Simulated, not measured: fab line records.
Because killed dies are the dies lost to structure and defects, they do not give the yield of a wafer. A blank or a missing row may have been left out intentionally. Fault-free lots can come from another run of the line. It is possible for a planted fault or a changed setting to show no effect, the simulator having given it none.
What tool caused it? ; flow nand-harc ; 33 wafers from 11 lots sampled at 5 of the route's 1159 steps

WHAT EACH GAUGE READ, for each wafer
NHARC_END_SORT_01.
lot;measured;on;defect-limited-yield (%)
L293;day 20 19:20;prober-02;95.7 10.3 9.2
L304;day 24 06:10;prober-01;97.6 97.2 97.6

EACH LOT AND THE TOOL THAT RAN IT (in order: tool; ch and the chambers of the sampled wafers; start)
lot;NHARC_A_BONDPAD_PVD_27;NHARC_THIN_TSV_DEP_43;NHARC_THIN_TSV_DESCUM_14;NHARC_THIN_TSV_ETCHBACK_48
L290;pvd-sputter-01, day 19 01:59 or earlier;pecvd-01 ch 0,1, day 19 01:59;rie-diel-12 ch 0,3, day 19 02:54;rie-diel-12 ch 0,1,3, day 19 05:27
L291;pvd-sputter-01, day 19 16:28 or earlier;pecvd-01 ch 1,2, day 19 16:28;rie-diel-09 ch 0,3, day 19 17:25;rie-diel-09 ch 0,1,2, day 19 19:31
L293;pvd-sputter-03, day 20 02:51 or earlier;pecvd-01 ch 0,1,2, day 20 02:51;rie-diel-09 ch 0,3, day 20 03:50;rie-diel-12 ch 0,1,3, day 20 07:03
L301;pvd-sputter-03, day 22 14:40 or earlier;pecvd-03 ch 0,1,2, day 22 14:40;rie-diel-09 ch 0,1,3, day 22 15:34;rie-diel-12 ch 0,2, day 22 17:41
L300;pvd-sputter-02, day 22 16:06 or earlier;pecvd-03 ch 0,2, day 22 16:06;rie-diel-09 ch 0,1, day 22 17:02;rie-diel-09 ch 1,2,3, day 22 19:19
L302;pvd-sputter-03, day 23 05:16 or earlier;pecvd-04 ch 0,2, day 23 05:16;rie-diel-09 ch 1,2, day 23 06:16;rie-diel-12 ch 1,2, day 23 08:20
L304;pvd-sputter-03, day 23 07:41 or earlier;pecvd-03 ch 0,1,2, day 23 07:41;rie-diel-09 ch 0,1,2, day 23 08:37;rie-diel-12 ch 0,1,3, day 23 11:21
L307;pvd-sputter-01, day 23 20:45 or earlier;pecvd-03 ch 0,2, day 23 20:45;rie-diel-09 ch 0,1,3, day 23 21:40;rie-diel-12 ch 1,2,3, day 23 23:47
L306;pvd-sputter-01, day 23 22:04 or earlier;pecvd-01 ch 0,1,2, day 23 22:04;rie-diel-12 ch 0,1, day 23 22:55;rie-diel-05 ch 1,2,3, day 24 01:06
L309;pvd-sputter-02, day 24 03:51 or earlier;pecvd-03 ch 0,1, day 24 03:51;rie-diel-05 ch 0,1,3, day 24 04:50;rie-diel-05 ch 0,1,2, day 24 07:22
L308;pvd-sputter-03, day 24 23:32 or earlier;pecvd-04 ch 0,1,2, day 24 23:32;rie-diel-09 ch 0,1,2, day 25 00:32;rie-diel-09 ch 0,1,2, day 25 02:40
- NHARC_A_BONDPAD_PVD_27: deposits Cu, target thk 30 nm, time 20.49 s.
- NHARC_THIN_TSV_DEP_43: deposits SiO2, target thk 1328.5 nm.
- NHARC_THIN_TSV_DESCUM_14: chemistry O2, time 3 s.
- NHARC_THIN_TSV_ETCHBACK_48: etches the open film in C4F8/Ar, target depth 1028.5 nm, time 405.17 s.

THE ANSWER, worked out from the rows above alone
Rule: usual is defined by the lots themselves. Put in order of their means at a reading, lots are off if they are a third of the lots or fewer, leave a main group of 4 or more, and stand apart from it by a gap of 3 or more times the standard deviation of the main group's means; of several such gaps the widest counts. If all means in a main group match to the digits the tables above print for the reading, that group is not used. Also off: a lot with no number at a reading for which 4 or more lots have one. Any other lot the step has rows for is counted as sound.
No lot is off at any reading shown: from this, nothing can be told.

WHAT THE SIMULATOR HAD INSERTED
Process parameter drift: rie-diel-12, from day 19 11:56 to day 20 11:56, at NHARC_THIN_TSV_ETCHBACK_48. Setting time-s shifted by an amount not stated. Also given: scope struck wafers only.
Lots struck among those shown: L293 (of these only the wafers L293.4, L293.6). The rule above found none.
